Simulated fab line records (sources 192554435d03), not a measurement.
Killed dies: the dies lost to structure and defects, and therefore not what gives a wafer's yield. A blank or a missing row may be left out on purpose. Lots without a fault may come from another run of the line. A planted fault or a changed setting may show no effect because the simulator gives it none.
Split-lot study / flow n5-finfet / 7 lots, 21 wafers read, on a route of 1938 steps

== THE SPLIT ==
At N5_MIM_BOT_SPUTTER_00 (material TiN, target thk 35 nm, time 89.7 s), the setting time-s was moved away from the recipe's 89.7 s on 6 of the 21 wafers read, by -9.9% to -4.0%. This setting was run at the recipe's value on the other wafers.

The reading comes from the split's own step.

== THE READING ==
TiN_of_MIM_BOT_SPUTTER_00.thk-nm (the simulator's own value, which no gauge read), in nm, at N5_MIM_BOT_SPUTTER_00 (material TiN, target thk 35 nm, time 89.7 s). The file gives no usual value for it. Here, 15 wafers ran the recipe; their average is 35.0 nm with a standard deviation of 0.22 nm.

wafer=L075.1; tool, chamber at the split=pvd-sputter-03, -; time-s as run, s=86.1; against the recipe=-4.0%; TiN_of_MIM_BOT_SPUTTER_00.thk-nm, nm=33.4; against lot-mates on the recipe=-1.8
wafer=L075.2; tool, chamber at the split=pvd-sputter-03, -; time-s as run, s=86.1; against the recipe=-4.0%; TiN_of_MIM_BOT_SPUTTER_00.thk-nm, nm=33.8; against lot-mates on the recipe=-1.4
wafer=L075.3; tool, chamber at the split=pvd-sputter-03, -; time-s as run, s=89.7; against the recipe=recipe; TiN_of_MIM_BOT_SPUTTER_00.thk-nm, nm=35.2; against lot-mates on the recipe=-
wafer=L076.3; tool, chamber at the split=pvd-sputter-01, -; time-s as run, s=89.7; against the recipe=recipe; TiN_of_MIM_BOT_SPUTTER_00.thk-nm, nm=35.2; against lot-mates on the recipe=-
wafer=L076.5; tool, chamber at the split=pvd-sputter-01, -; time-s as run, s=89.7; against the recipe=recipe; TiN_of_MIM_BOT_SPUTTER_00.thk-nm, nm=35.2; against lot-mates on the recipe=-
wafer=L076.4; tool, chamber at the split=pvd-sputter-01, -; time-s as run, s=86.09; against the recipe=-4.0%; TiN_of_MIM_BOT_SPUTTER_00.thk-nm, nm=33.8; against lot-mates on the recipe=-1.4
wafer=L087.1; tool, chamber at the split=pvd-sputter-03, -; time-s as run, s=89.7; against the recipe=recipe; TiN_of_MIM_BOT_SPUTTER_00.thk-nm, nm=34.6; against lot-mates on the recipe=-
wafer=L087.6; tool, chamber at the split=pvd-sputter-03, -; time-s as run, s=89.7; against the recipe=recipe; TiN_of_MIM_BOT_SPUTTER_00.thk-nm, nm=34.6; against lot-mates on the recipe=-
wafer=L087.5; tool, chamber at the split=pvd-sputter-03, -; time-s as run, s=80.85; against the recipe=-9.9%; TiN_of_MIM_BOT_SPUTTER_00.thk-nm, nm=31; against lot-mates on the recipe=-3.6
wafer=L090.2; tool, chamber at the split=pvd-sputter-01, -; time-s as run, s=83.59; against the recipe=-6.8%; TiN_of_MIM_BOT_SPUTTER_00.thk-nm, nm=32.4; against lot-mates on the recipe=-2.6
wafer=L090.5; tool, chamber at the split=pvd-sputter-01, -; time-s as run, s=89.7; against the recipe=recipe; TiN_of_MIM_BOT_SPUTTER_00.thk-nm, nm=35; against lot-mates on the recipe=-
wafer=L090.6; tool, chamber at the split=pvd-sputter-01, -; time-s as run, s=83.59; against the recipe=-6.8%; TiN_of_MIM_BOT_SPUTTER_00.thk-nm, nm=32.2; against lot-mates on the recipe=-2.8
wafer=L092.2; tool, chamber at the split=pvd-sputter-02, -; time-s as run, s=89.7; against the recipe=recipe; TiN_of_MIM_BOT_SPUTTER_00.thk-nm, nm=34.8; against lot-mates on the recipe=-
wafer=L092.3; tool, chamber at the split=pvd-sputter-02, -; time-s as run, s=89.7; against the recipe=recipe; TiN_of_MIM_BOT_SPUTTER_00.thk-nm, nm=34.8; against lot-mates on the recipe=-
wafer=L092.6; tool, chamber at the split=pvd-sputter-02, -; time-s as run, s=89.7; against the recipe=recipe; TiN_of_MIM_BOT_SPUTTER_00.thk-nm, nm=35; against lot-mates on the recipe=-
wafer=L093.1; tool, chamber at the split=pvd-sputter-02, -; time-s as run, s=89.7; against the recipe=recipe; TiN_of_MIM_BOT_SPUTTER_00.thk-nm, nm=35.2; against lot-mates on the recipe=-
wafer=L093.2; tool, chamber at the split=pvd-sputter-02, -; time-s as run, s=89.7; against the recipe=recipe; TiN_of_MIM_BOT_SPUTTER_00.thk-nm, nm=35; against lot-mates on the recipe=-
wafer=L093.6; tool, chamber at the split=pvd-sputter-02, -; time-s as run, s=89.7; against the recipe=recipe; TiN_of_MIM_BOT_SPUTTER_00.thk-nm, nm=35; against lot-mates on the recipe=-
wafer=L094.2; tool, chamber at the split=pvd-sputter-03, -; time-s as run, s=89.7; against the recipe=recipe; TiN_of_MIM_BOT_SPUTTER_00.thk-nm, nm=35.2; against lot-mates on the recipe=-
wafer=L094.4; tool, chamber at the split=pvd-sputter-03, -; time-s as run, s=89.7; against the recipe=recipe; TiN_of_MIM_BOT_SPUTTER_00.thk-nm, nm=34.6; against lot-mates on the recipe=-
wafer=L094.6; tool, chamber at the split=pvd-sputter-03, -; time-s as run, s=89.7; against the recipe=recipe; TiN_of_MIM_BOT_SPUTTER_00.thk-nm, nm=35; against lot-mates on the recipe=-

FIT RESULTS
A straight line over all 21 wafers: TiN_of_MIM_BOT_SPUTTER_00.thk-nm changes by +0.385 nm for each +1% of time-s; r = +0.98; the points scatter about the line by 0.24 nm.
The same after taking each lot's own level away (the mean of its wafers on the recipe; 21 wafers): +0.38 nm for each +1%; r = +0.99; scatter 0.15 nm.
According to that fit, moving time-s by its largest amount changes the reading by 3.7 nm.
Across the lots, their own levels run from 34.60 to 35.20 nm, a range of 2.7 times the standard deviation given above.
The two slopes agree, so the slope changes little with the lot-to-lot level.
Check: for one of the wafers moved furthest among these (-9.9%), held out of the fit, the line's prediction against its lot-mates is -3.86 nm. It came out at -3.6 nm against them.

== THESE WAFERS: OTHER SPLITS ==
Other splits were also applied to these wafers ahead of the reading. Each is held against what the fit with the lots' levels taken away leaves over:
other split on the same wafers=N5_BEOL_M13_COAT_04 spin-rpm; wafers away from the commonest value=7; r with TiN_of_MIM_BOT_SPUTTER_00.thk-nm (lot level and that fit taken away)=-0.21
other split on the same wafers=N5_BEOL_M14_DEP_53 time-s; wafers away from the commonest value=6; r with TiN_of_MIM_BOT_SPUTTER_00.thk-nm (lot level and that fit taken away)=+0.12
other split on the same wafers=N5_BEOL_M15_ILD_DEP_00 time-s; wafers away from the commonest value=4; r with TiN_of_MIM_BOT_SPUTTER_00.thk-nm (lot level and that fit taken away)=-0.24

== FILE'S OWN FIT ==
TiN_of_MIM_BOT_SPUTTER_00.thk-nm changes by +0.375 nm for each +1% of time-s, r = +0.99.
